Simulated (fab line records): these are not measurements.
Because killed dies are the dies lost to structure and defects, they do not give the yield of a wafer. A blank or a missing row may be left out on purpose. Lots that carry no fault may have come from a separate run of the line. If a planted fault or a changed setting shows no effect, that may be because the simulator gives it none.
Lot-split experiment / flow n5_finfet / 21 wafers read across 7 lots, on a route 1938 steps long

ABOUT THE SPLIT
At N5_BEOL_M4_DESCUM_33 (chemistry O2, time 7 s), the setting time_s was moved away from the recipe's 7 s on 7 of the 21 wafers read, by -21.9% to +22.1%. The other wafers ran this setting at the recipe's value.

FROM THE SPLIT TO THE READING: what the file shows between them, 1 step
- N5_BEOL_M4_ALD_98: deposits SiO2, target thk 2.5 nm, pulse time 1 s, co reactant pulse time 1 s (also split here: temp_c)

THE READING
CAR-EUV_of_BEOL_M4_COAT_22.thk_nm (the simulator's own value, which no gauge read), in nm, at N5_BEOL_M4_ETCHBACK_99 (etches SiO2 in CHF3, target depth 5 nm, time 10.4 s). No usual value for it is given in the file. The 14 wafers here that ran the recipe average 10.4 nm, standard deviation 0.13 nm.

wafer=L074.3; tool, chamber at the split=rie_diel-04, 3,0; time_s as run, s=8.086; against the recipe=+15.5%; CAR-EUV_of_BEOL_M4_COAT_22.thk_nm, nm=9.8; against lot-mates on the recipe=no lot-mate on the recipe
wafer=L074.6; tool, chamber at the split=rie_diel-04, 3,0; time_s as run, s=8.086; against the recipe=+15.5%; CAR-EUV_of_BEOL_M4_COAT_22.thk_nm, nm=9.8; against lot-mates on the recipe=no lot-mate on the recipe
wafer=L074.4; tool, chamber at the split=rie_diel-04, 3; time_s as run, s=8.086; against the recipe=+15.5%; CAR-EUV_of_BEOL_M4_COAT_22.thk_nm, nm=10; against lot-mates on the recipe=no lot-mate on the recipe
wafer=L077.1; tool, chamber at the split=rie_diel-04, 0,3; time_s as run, s=8.55; against the recipe=+22.1%; CAR-EUV_of_BEOL_M4_COAT_22.thk_nm, nm=9.8; against lot-mates on the recipe=-0.6
wafer=L077.4; tool, chamber at the split=rie_diel-04, 0,3; time_s as run, s=8.55; against the recipe=+22.1%; CAR-EUV_of_BEOL_M4_COAT_22.thk_nm, nm=9.8; against lot-mates on the recipe=-0.6
wafer=L077.5; tool, chamber at the split=rie_diel-04, 0; time_s as run, s=7; against the recipe=recipe; CAR-EUV_of_BEOL_M4_COAT_22.thk_nm, nm=10.4; against lot-mates on the recipe=-
wafer=L080.1; tool, chamber at the split=rie_diel-04, 2; time_s as run, s=5.469; against the recipe=-21.9%; CAR-EUV_of_BEOL_M4_COAT_22.thk_nm, nm=11.4; against lot-mates on the recipe=+0.9
wafer=L080.4; tool, chamber at the split=rie_diel-04, 3,1; time_s as run, s=7; against the recipe=recipe; CAR-EUV_of_BEOL_M4_COAT_22.thk_nm, nm=10.6; against lot-mates on the recipe=-
wafer=L080.5; tool, chamber at the split=rie_diel-04, 3,1; time_s as run, s=7; against the recipe=recipe; CAR-EUV_of_BEOL_M4_COAT_22.thk_nm, nm=10.4; against lot-mates on the recipe=-
wafer=L081.1; tool, chamber at the split=rie_diel-04, 1; time_s as run, s=7; against the recipe=recipe; CAR-EUV_of_BEOL_M4_COAT_22.thk_nm, nm=10.4; against lot-mates on the recipe=-
wafer=L081.2; tool, chamber at the split=rie_diel-04, 2,3; time_s as run, s=7; against the recipe=recipe; CAR-EUV_of_BEOL_M4_COAT_22.thk_nm, nm=10.4; against lot-mates on the recipe=-
wafer=L081.3; tool, chamber at the split=rie_diel-04, 2,3; time_s as run, s=7; against the recipe=recipe; CAR-EUV_of_BEOL_M4_COAT_22.thk_nm, nm=10.4; against lot-mates on the recipe=-
wafer=L085.1; tool, chamber at the split=rie_diel-04, 1; time_s as run, s=7; against the recipe=recipe; CAR-EUV_of_BEOL_M4_COAT_22.thk_nm, nm=10.4; against lot-mates on the recipe=-
wafer=L085.6; tool, chamber at the split=rie_diel-04, 1; time_s as run, s=7; against the recipe=recipe; CAR-EUV_of_BEOL_M4_COAT_22.thk_nm, nm=10.4; against lot-mates on the recipe=-
wafer=L085.4; tool, chamber at the split=rie_diel-04, 2; time_s as run, s=7; against the recipe=recipe; CAR-EUV_of_BEOL_M4_COAT_22.thk_nm, nm=10.6; against lot-mates on the recipe=-
wafer=L093.2; tool, chamber at the split=rie_diel-04, 0,2; time_s as run, s=7; against the recipe=recipe; CAR-EUV_of_BEOL_M4_COAT_22.thk_nm, nm=10.2; against lot-mates on the recipe=-
wafer=L093.4; tool, chamber at the split=rie_diel-04, 1; time_s as run, s=7; against the recipe=recipe; CAR-EUV_of_BEOL_M4_COAT_22.thk_nm, nm=10.2; against lot-mates on the recipe=-
wafer=L093.5; tool, chamber at the split=rie_diel-04, 0,2; time_s as run, s=7; against the recipe=recipe; CAR-EUV_of_BEOL_M4_COAT_22.thk_nm, nm=10.2; against lot-mates on the recipe=-
wafer=L097.1; tool, chamber at the split=rie_diel-02, 1,0; time_s as run, s=7; against the recipe=recipe; CAR-EUV_of_BEOL_M4_COAT_22.thk_nm, nm=10.2; against lot-mates on the recipe=-
wafer=L097.2; tool, chamber at the split=rie_diel-02, 1,0; time_s as run, s=7; against the recipe=recipe; CAR-EUV_of_BEOL_M4_COAT_22.thk_nm, nm=10.2; against lot-mates on the recipe=-
wafer=L097.6; tool, chamber at the split=rie_diel-02, 3; time_s as run, s=6.604; against the recipe=-5.7%; CAR-EUV_of_BEOL_M4_COAT_22.thk_nm, nm=10.4; against lot-mates on the recipe=+0.2
If several chambers appear in one row, that row covers several wafers at once and the file leaves open which wafer was in which chamber.

THE FIT
A straight line over all 21 wafers: CAR-EUV_of_BEOL_M4_COAT_22.thk_nm changes by -0.0327 nm for each +1% of time_s; r = -0.91; the points scatter about the line by 0.15 nm.
The same after taking each lot's own level away (the mean of its wafers on the recipe; 18 wafers): -0.0321 nm for each +1%; r = -0.97; scatter 0.079 nm.
That fit puts the effect of the largest move of time_s on the reading at 0.71 nm.
From 10.20 to 10.50 nm: that is the span of the lots' own levels, equal to 2.2 times the standard deviation above.
The two slopes are in agreement: the lot-to-lot level therefore moves the slope only a little.
Check: -0.734 nm against its lot-mates is what the line predicts for one of the wafers moved furthest among these (+22.1%) when that wafer is left out of the fit. Against them it came out at -0.6 nm.

FURTHER SPLITS ON THESE WAFERS
Note: prior to the reading, these wafers also went through further splits. Each is held against what the fit with the lots' levels taken away leaves over:
other split on the same wafers=N5_BEOL_M4_DESCUM_16 time_s; wafers away from the commonest value=10; r with CAR-EUV_of_BEOL_M4_COAT_22.thk_nm (lot level and that fit taken away)=-0.32
other split on the same wafers=N5_BEOL_M4_ALD_98 temp_c; wafers away from the commonest value=8; r with CAR-EUV_of_BEOL_M4_COAT_22.thk_nm (lot level and that fit taken away)=-0.09

THE WHOLE CHAIN: every reading that the file lists as answering this split, in the file's order
step=N5_BEOL_M4_DESCUM_33; what it does=chemistry O2, time 7 s; reading=CAR-EUV_of_BEOL_M4_COAT_22.thk_nm (the simulator's own value, which no gauge read); change (the file's fit)=-0.0363 nm for each +1% of the setting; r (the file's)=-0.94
step=N5_BEOL_M4_ETCHBACK_99; what it does=etches SiO2 in CHF3, target depth 5 nm, time 10.4 s; reading=CAR-EUV_of_BEOL_M4_COAT_22.thk_nm (the simulator's own value, which no gauge read); change (the file's fit)=-0.0341 nm for each +1% of the setting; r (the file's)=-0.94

THE FILE'S OWN FIT
CAR-EUV_of_BEOL_M4_COAT_22.thk_nm changes by -0.0341 nm for each +1% of time_s, r = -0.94.
